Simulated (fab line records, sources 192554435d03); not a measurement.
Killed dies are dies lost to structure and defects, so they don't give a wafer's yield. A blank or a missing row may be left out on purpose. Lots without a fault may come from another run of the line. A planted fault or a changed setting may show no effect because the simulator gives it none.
A struck lot beside a sound one | flow n5_finfet | 29 steps out of a route of 1938
Sound: wafers L941.3, L941.4, L941.6. Struck: wafer L946.4. (L946.3, L946.5 of the same lot were not struck and are left out.) The cause comes at the end.
At each step with rows: each side's tool, then ch and its chambers, then its first start. Under that, the readings that differ: sound wafers | struck wafers | difference of the means | sigmas: that difference in standard deviations of wafers without a fault.
alike: readings whose means differ by less than 2 such deviations, and words and numbers that are the same on both sides. not compared: withheld readings, readings that some wafer has no value for, bounds like >300 that may hide the same value, and numbers for which the record gives no deviation and whose values overlap.
The two part at a step that has a row with sigmas, a row that says differs or no value, or rows on one side only. Numbers that don't overlap but have no deviation are shown without sigmas and don't part them. A reading that every wafer of one side lacks parts them only if that side has two wafers or more.

N5_MOL_CONTACT_COAG_CO_FILL_22: material Co, precursor CCTBA/H2, target thk 20 nm.
  sound on cvd_co-02 ch 0,1,2, day 5 03:40; struck on cvd_co-01 ch 0, day 6 13:08
  alike: chamber_pressure_Torr, heater_power_w
N5_MOL_CONTACT_COAG_ANNEAL_113: time 300 s.
  sound on rtp_anneal-02 ch 0, day 5 04:34; struck on rtp_anneal-01 ch 0, day 6 14:03
  reading             | sound          | struck | difference | sigmas
  lamp_power_pct (%)  | 2.52 2.52 2.52 | 3.04   | +0.52      | +2
  lamp_zone_1_pct (%) | 2.52 2.52 2.52 | 3.04   | +0.52      | +2
  alike: wafer_temp_C_max
N5_MOL_CONTACT_COAG_PRE_CLEAN_142: time 60 s.
  sound on pvd_sputter-03, day 5 07:02; struck on pvd_sputter-02, day 6 17:20
  reading            | sound       | struck | difference | sigmas
  heater_power_w (W) | 461 406 438 | 572    | +137       | +3
then, 6 steps without rows for these wafers: N5_MOL_CONTACT_COAG_SPUTTER_130 (material Co, target thk 47.5 nm); N5_MOL_CONTACT_COAG_PRECLEAN_125 (cleans in DIW, time 57.5 s); N5_MOL_CONTACT_COAG_SRD_126 (dry time 32 s); N5_MOL_CONTACT_COAG_CMP_23 (polishes, stops on SiO2, t overpolish 1.5 s, target thk 0 nm); N5_MOL_CONTACT_COAG_WET_ETCH_26 (target Co, target depth 13 nm); N5_MOL_CONTACT_COAG_WET_ETCH_116 (etches the open film in SC1-inhibited, target depth 4.6 nm, rinse time 30 s).
N5_MOL_CONTACT_COAG_ALD_27: deposits SiOC, target thk 17 nm, pulse time 1.5 s, time 2720 s.
  sound on ald_sin-03 ch 0,1,2, day 5 08:06; struck on ald_sin-03 ch 2, day 6 18:25
  reading                    | sound             | struck | difference | sigmas
  precursor_pulse_height_rel | 1.042 1.010 1.025 | 0.958  | -0.068     | -3
  alike: chamber_pressure_Torr, heater_power_w
N5_MOL_CONTACT_COAG_CMP_28: polishes, stops on SiNx, t overpolish 0.85 s, target thk 14.522 nm.
  sound on cmp-02 ch 2,3, day 5 09:40; struck on cmp-01 ch 1, day 6 20:02
  alike: motor_current_A, slurry_filter_dp_kPa, time_to_endpoint_s
N5_MOL_CONTACT_COAG_THK_MEAS_29:
  sound on film_metro-01, day 5 09:58; struck on film_metro-01, day 6 20:17
  alike: MD_CAP_THK
N5_MOL_CONTACT_COAG_ALD_123: deposits SiNx, target thk 5 nm, pulse time 1 s, purge time 2 s.
  sound on ald_sin-03 ch 0,1,3, day 5 10:01; struck on ald_sin-03 ch 2, day 6 20:19
  reading                    | sound             | struck | difference | sigmas
  heater_power_w (W)         | 870 795 785       | 987    | +170       | +2
  precursor_pulse_height_rel | 1.011 0.991 1.016 | 0.957  | -0.049     | -3
  alike: chamber_pressure_Torr
then, 10 steps without rows for these wafers: N5_MOL_CONTACT_COAG_PECVD_31 (deposits SiO2 from TEOS/O2, target thk 46 nm, time 8.9 s); N5_MOL_CONTACT_COAG_COAT_75 (time 60 s, resist thk 60 nm); N5_MOL_CONTACT_COAG_COAT_76 (time 60 s, resist thk 10 nm); N5_MOL_CONTACT_COAG_COAT_77 (time 60 s, resist thk 10 nm); N5_MOL_CONTACT_COAG_COAT_78 (resist thk 40 nm); N5_MOL_CONTACT_COAG_EBR_80; N5_MOL_CONTACT_COAG_SOFTBAKE_79 (time 60 s); N5_MOL_CONTACT_COAG_EXPOSE_81 (exposes mask VG, defocus 0 nm); N5_MOL_CONTACT_COAG_PEB_82 (peb time 60 s); N5_MOL_CONTACT_COAG_DEVELOP_83 (develop time 30 s).
N5_MOL_CONTACT_COAG_CD_MEAS_84: target cd 25.1 nm.
  sound on cd_sem-03 ch 0, day 5 10:51; struck on cd_sem-01 ch 0, day 6 21:10
  alike: cd_nm
N5_MOL_CONTACT_COAG_OVL_MEAS_85:
  sound on overlay-02 ch 0, day 5 10:53; struck on overlay-01 ch 0, day 6 21:13
  alike: VG_OVL
N5_MOL_CONTACT_COAG_INSPECT_57: inspects for defects (brightfield).
  sound on defect_inspect-02, day 5 10:56; struck on defect_inspect-02, day 6 21:15
  reading          | sound       | struck | difference | sigmas
  raw_defect_count | 209 169 256 | 1039   | +828       | +13
then, 1 step without rows for these wafers: N5_MOL_CONTACT_COAG_DESCUM_88 (chemistry O2, time 7 s).
-- the record jumps here: 3 days lie between the struck wafers' starts before and after (it left off in module MOL_CONTACT_COAG and takes up again in module BEOL_M4, whose first step shown is number 1111 of the route) --
N5_BEOL_M4_RC_MEAS_101:
  sound on prober-01 ch 0, day 8 07:29; struck on prober-01 ch 0, day 9 17:41
  alike: DIBL_N, DIBL_P, IOFF_N, IOFF_P, ION_N, ION_P, SS_N, SS_P, VT_N, VT_P
-- the record jumps here: 5 days lie between the struck wafers' starts before and after (it left off in module BEOL_M4 and takes up again in module PASSIVATION, whose first step shown is number 1936 of the route) --
N5_PASSIVATION_PROBE_49:
  the record has rows for the struck wafers here (prober-01, day 14 08:05) and none for the sound ones

WHERE THEY PART
First at N5_MOL_CONTACT_COAG_ANNEAL_113; last, within this record, at N5_PASSIVATION_PROBE_49.

WHY: what the simulator had put in
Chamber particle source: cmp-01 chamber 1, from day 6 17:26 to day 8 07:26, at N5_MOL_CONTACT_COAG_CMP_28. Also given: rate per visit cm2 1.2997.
